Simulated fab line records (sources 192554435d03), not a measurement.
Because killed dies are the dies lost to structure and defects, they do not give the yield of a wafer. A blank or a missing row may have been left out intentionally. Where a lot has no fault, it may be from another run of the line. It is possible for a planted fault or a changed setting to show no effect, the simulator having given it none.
Matching of chambers | flow n5Finfet | rieDiel-01 running N5_SD_EPI_N_ETCH_34: 4 sister chambers
The step etches SiARC in CF4, target depth 45.5 nm, time 75.8 s. 20 wafers are shown with their chamber, then 10 later ones without.

WAFERS, EACH WITH ITS CHAMBER
wafer  | chamber | showerheadPlenumPTorr (Torr) | throttleValvePct (%) | etchRfOnTimeS (s)
L075.3 | 3       | 2.03                         | 15.73                | 76.3
L075.4 | 2       | 2.21                         | 15.89                | 77.6
L075.6 | 3       | 2.03                         | 15.73                | 76.1
L078.2 | 1       | 2.24                         | 15.31                | 78.4
L078.4 | 2       | 2.21                         | 15.93                | 79.9
L078.5 | 2       | 2.21                         | 15.93                | 79.4
L081.2 | 2       | 2.21                         | 15.96                | 78.5
L081.4 | 3       | 2.02                         | 15.76                | 76.4
L081.5 | 1       | 2.24                         | 15.32                | 76.6
L083.2 | 0       | 2.18                         | 15.75                | 72.2
L083.4 | 1       | 2.23                         | 15.31                | 76.9
L083.5 | 0       | 2.18                         | 15.76                | 72.5
L087.2 | 1       | 2.23                         | 15.35                | 76.3
L087.4 | 0       | 2.18                         | 15.77                | 72.7
L087.6 | 2       | 2.20                         | 15.98                | 78.2
L090.1 | 1       | 2.23                         | 15.36                | 77.1
L090.5 | 0       | 2.17                         | 15.78                | 71.4
L090.6 | 3       | 2.02                         | 15.79                | 75.5
L092.2 | 1       | 2.23                         | 15.39                | 76.8
L092.5 | 2       | 2.20                         | 15.51                | 71.5

SIGNATURES (means of the wafers above)
reading               | chamber 0 | chamber 1 | chamber 2 | chamber 3 | scatter within a chamber
showerheadPlenumPTorr | 2.1775    | 2.2333    | 2.2067    | 2.0250    | 0.00525
throttleValvePct      | 15.7650   | 15.3400   | 15.8667   | 15.7525   | 0.102
etchRfOnTimeS         | 72.200    | 77.017    | 77.517    | 76.075    | 1.79
Rule: for each reading, subtract the chamber's mean from the wafer's reading, divide by that reading's scatter and square the result; add these up over the readings and take the root, which gives the wafer's distance from the chamber. The wafer belongs to the nearest chamber; if the next one is less than 2 further off, it can't be placed. The scatter: take each reading less its chamber's mean, square it, sum over the shown wafers, divide by the number of wafers less the number of chambers, and take the root.

WAFERS MISSING THEIR CHAMBER
wafer  | showerheadPlenumPTorr (Torr) | throttleValvePct (%) | etchRfOnTimeS (s)
L092.6 | 2.23                         | 15.37                | 76.4
L094.4 | 2.22                         | 15.40                | 78.7
L094.5 | 2.17                         | 15.80                | 72.8
L094.6 | 2.20                         | 15.53                | 73.0
L096.1 | 2.17                         | 15.80                | 72.7
L096.2 | 2.22                         | 15.41                | 78.0
L096.3 | 2.27                         | 15.26                | 74.3
L097.1 | 2.17                         | 15.83                | 72.1
L097.4 | 2.20                         | 15.55                | 72.3
L097.5 | 2.20                         | 15.53                | 71.6

THE CHAMBER EACH PASSED THROUGH
wafer  | from the rows above     | in truth
L092.6 | 1                       | 1
L094.4 | 1                       | 1
L094.5 | 0                       | 0
L094.6 | can't be placed: 2 or 0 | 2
L096.1 | 0                       | 0
L096.2 | 1                       | 1
L096.3 | 1                       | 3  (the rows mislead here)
L097.1 | 0                       | 0
L097.4 | can't be placed: 2 or 0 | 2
L097.5 | can't be placed: 2 or 0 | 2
Correct placement for 6 of the 10. Unplaceable from these rows: 3, with the true chamber sitting among the candidates in 3. Wrongly placed: 1.
